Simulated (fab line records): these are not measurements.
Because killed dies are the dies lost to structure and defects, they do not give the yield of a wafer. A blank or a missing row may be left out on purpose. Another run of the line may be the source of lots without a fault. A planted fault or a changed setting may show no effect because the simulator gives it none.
Chamber matching || flow n5_finfet || N5_PASSIVATION_DESCUM_32 on rie_diel-03: 4 sister chambers
The step chemistry O2, time 7.9 s. 8 wafers are shown with their chamber, then 7 later ones without.

== WAFERS, EACH WITH ITS CHAMBER ==
{"wafer": "L506.4", "chamber": 0, "drypump_motor_current_A (A)": 5.10, "showerhead_plenum_p_Torr (Torr)": 2.15}
{"wafer": "L512.4", "chamber": 1, "drypump_motor_current_A (A)": 5.24, "showerhead_plenum_p_Torr (Torr)": 2.03}
{"wafer": "L512.6", "chamber": 0, "drypump_motor_current_A (A)": 5.06, "showerhead_plenum_p_Torr (Torr)": 2.14}
{"wafer": "L514.2", "chamber": 2, "drypump_motor_current_A (A)": 5.73, "showerhead_plenum_p_Torr (Torr)": 2.10}
{"wafer": "L514.3", "chamber": 3, "drypump_motor_current_A (A)": 5.91, "showerhead_plenum_p_Torr (Torr)": 2.03}
{"wafer": "L514.6", "chamber": 2, "drypump_motor_current_A (A)": 5.71, "showerhead_plenum_p_Torr (Torr)": 2.10}
{"wafer": "L524.2", "chamber": 3, "drypump_motor_current_A (A)": 5.93, "showerhead_plenum_p_Torr (Torr)": 2.02}
{"wafer": "L524.4", "chamber": 1, "drypump_motor_current_A (A)": 5.20, "showerhead_plenum_p_Torr (Torr)": 2.02}

== WAFERS MISSING THEIR CHAMBER ==
{"wafer": "L524.5", "drypump_motor_current_A (A)": 5.90, "showerhead_plenum_p_Torr (Torr)": 2.02}
{"wafer": "L525.3", "drypump_motor_current_A (A)": 5.08, "showerhead_plenum_p_Torr (Torr)": 2.13}
{"wafer": "L525.5", "drypump_motor_current_A (A)": 5.20, "showerhead_plenum_p_Torr (Torr)": 2.02}
{"wafer": "L525.6", "drypump_motor_current_A (A)": 5.11, "showerhead_plenum_p_Torr (Torr)": 2.13}
{"wafer": "L527.1", "drypump_motor_current_A (A)": 5.71, "showerhead_plenum_p_Torr (Torr)": 2.09}
{"wafer": "L527.2", "drypump_motor_current_A (A)": 5.87, "showerhead_plenum_p_Torr (Torr)": 2.02}
{"wafer": "L527.4", "drypump_motor_current_A (A)": 5.10, "showerhead_plenum_p_Torr (Torr)": 2.13}

== WHICH CHAMBER EACH ONE RAN IN ==
{"wafer": "L524.5", "from the rows above": 3, "in truth": 3}
{"wafer": "L525.3", "from the rows above": 0, "in truth": 0}
{"wafer": "L525.5", "from the rows above": 1, "in truth": 1}
{"wafer": "L525.6", "from the rows above": 0, "in truth": 0}
{"wafer": "L527.1", "from the rows above": 2, "in truth": 2}
{"wafer": "L527.2", "from the rows above": 3, "in truth": 3}
{"wafer": "L527.4", "from the rows above": 0, "in truth": 0}
7 of 7 placed correctly. Left unplaced by these rows: 0. Placed wrongly: 0.
How it was worked out, from the rows above alone: a wafer's distance from a chamber is the root of the sum, over the readings, of the square of ((its reading less the chamber's mean) divided by the reading's scatter). The wafer belongs to the nearest chamber; if the next one is less than 2 further off, it can't be placed. A chamber's mean is the mean of its shown wafers. How the scatter is found: for the shown wafers, subtract from each reading the mean of its chamber, square and add these, divide the total by (wafers less chambers), then take the root.
